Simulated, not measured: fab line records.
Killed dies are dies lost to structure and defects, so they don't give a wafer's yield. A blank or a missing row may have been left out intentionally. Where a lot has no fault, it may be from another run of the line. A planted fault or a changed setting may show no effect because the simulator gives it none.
Chamber matching / flow nandHarc / NHARC_A_STAIRCASE_TRIM_20 on rieDiel-03: 4 sister chambers
The step chemistry O2, time 211.2 s. 14 wafers are shown with their chamber, then 7 later ones without.

WAFERS, EACH WITH ITS CHAMBER
wafer=L076.4; chamber=3; drypumpMotorCurrentA (A)=5.1; oesProductAu (a.u.)=0.998; showerheadPlenumPTorr (Torr)=3.47
wafer=L076.5; chamber=0; drypumpMotorCurrentA (A)=6.1; oesProductAu (a.u.)=0.981; showerheadPlenumPTorr (Torr)=3.55
wafer=L076.6; chamber=1; drypumpMotorCurrentA (A)=5.8; oesProductAu (a.u.)=0.981; showerheadPlenumPTorr (Torr)=3.27
wafer=L079.2; chamber=2; drypumpMotorCurrentA (A)=5.5; oesProductAu (a.u.)=0.981; showerheadPlenumPTorr (Torr)=3.52
wafer=L079.5; chamber=0; drypumpMotorCurrentA (A)=6.1; oesProductAu (a.u.)=0.974; showerheadPlenumPTorr (Torr)=3.54
wafer=L079.6; chamber=1; drypumpMotorCurrentA (A)=5.8; oesProductAu (a.u.)=0.977; showerheadPlenumPTorr (Torr)=3.27
wafer=L084.2; chamber=1; drypumpMotorCurrentA (A)=5.8; oesProductAu (a.u.)=0.989; showerheadPlenumPTorr (Torr)=3.26
wafer=L084.5; chamber=0; drypumpMotorCurrentA (A)=6.1; oesProductAu (a.u.)=0.974; showerheadPlenumPTorr (Torr)=3.53
wafer=L084.6; chamber=1; drypumpMotorCurrentA (A)=5.7; oesProductAu (a.u.)=0.989; showerheadPlenumPTorr (Torr)=3.26
wafer=L085.1; chamber=3; drypumpMotorCurrentA (A)=5.1; oesProductAu (a.u.)=1.000; showerheadPlenumPTorr (Torr)=3.45
wafer=L085.2; chamber=1; drypumpMotorCurrentA (A)=5.8; oesProductAu (a.u.)=0.995; showerheadPlenumPTorr (Torr)=3.81
wafer=L085.4; chamber=0; drypumpMotorCurrentA (A)=6.1; oesProductAu (a.u.)=0.973; showerheadPlenumPTorr (Torr)=3.53
wafer=L087.1; chamber=3; drypumpMotorCurrentA (A)=5.1; oesProductAu (a.u.)=0.993; showerheadPlenumPTorr (Torr)=3.45
wafer=L087.4; chamber=2; drypumpMotorCurrentA (A)=5.5; oesProductAu (a.u.)=0.997; showerheadPlenumPTorr (Torr)=3.51

SIGNATURES (means of the wafers above)
reading=drypumpMotorCurrentA; chamber 0=6.100; chamber 1=5.780; chamber 2=5.500; chamber 3=5.100; scatter within a chamber=0.0283
reading=oesProductAu; chamber 0=0.97550; chamber 1=0.98620; chamber 2=0.98900; chamber 3=0.99700; scatter within a chamber=0.00632
reading=showerheadPlenumPTorr; chamber 0=3.5375; chamber 1=3.3740; chamber 2=3.5150; chamber 3=3.4567; scatter within a chamber=0.154
Rule: distance of a wafer from a chamber = root of the sum over the readings of ((wafer's reading minus chamber's mean) / reading's scatter) squared. If the next closest chamber is less than 2 further off than the closest, the wafer can't be placed; otherwise it belongs to the closest. The scatter: take each reading less its chamber's mean, square it, sum over the shown wafers, divide by the number of wafers less the number of chambers, and take the root.

WAFERS WHOSE CHAMBER IS MISSING
wafer=L087.6; drypumpMotorCurrentA (A)=5.8; oesProductAu (a.u.)=0.979; showerheadPlenumPTorr (Torr)=3.80
wafer=L089.3; drypumpMotorCurrentA (A)=5.8; oesProductAu (a.u.)=0.988; showerheadPlenumPTorr (Torr)=3.80
wafer=L089.4; drypumpMotorCurrentA (A)=5.1; oesProductAu (a.u.)=0.995; showerheadPlenumPTorr (Torr)=3.45
wafer=L089.6; drypumpMotorCurrentA (A)=5.1; oesProductAu (a.u.)=1.000; showerheadPlenumPTorr (Torr)=3.45
wafer=L094.2; drypumpMotorCurrentA (A)=5.5; oesProductAu (a.u.)=1.008; showerheadPlenumPTorr (Torr)=3.49
wafer=L094.3; drypumpMotorCurrentA (A)=5.1; oesProductAu (a.u.)=0.997; showerheadPlenumPTorr (Torr)=3.44
wafer=L094.5; drypumpMotorCurrentA (A)=6.1; oesProductAu (a.u.)=0.994; showerheadPlenumPTorr (Torr)=3.51

WHICH CHAMBER EACH WENT THROUGH
wafer=L087.6; from the rows above=1; in truth=1
wafer=L089.3; from the rows above=1; in truth=1
wafer=L089.4; from the rows above=3; in truth=3
wafer=L089.6; from the rows above=3; in truth=3
wafer=L094.2; from the rows above=2; in truth=2
wafer=L094.3; from the rows above=3; in truth=3
wafer=L094.5; from the rows above=0; in truth=0
Placed correctly: 7 of 7. Not placeable from these rows: 0. Wrongly placed: 0.
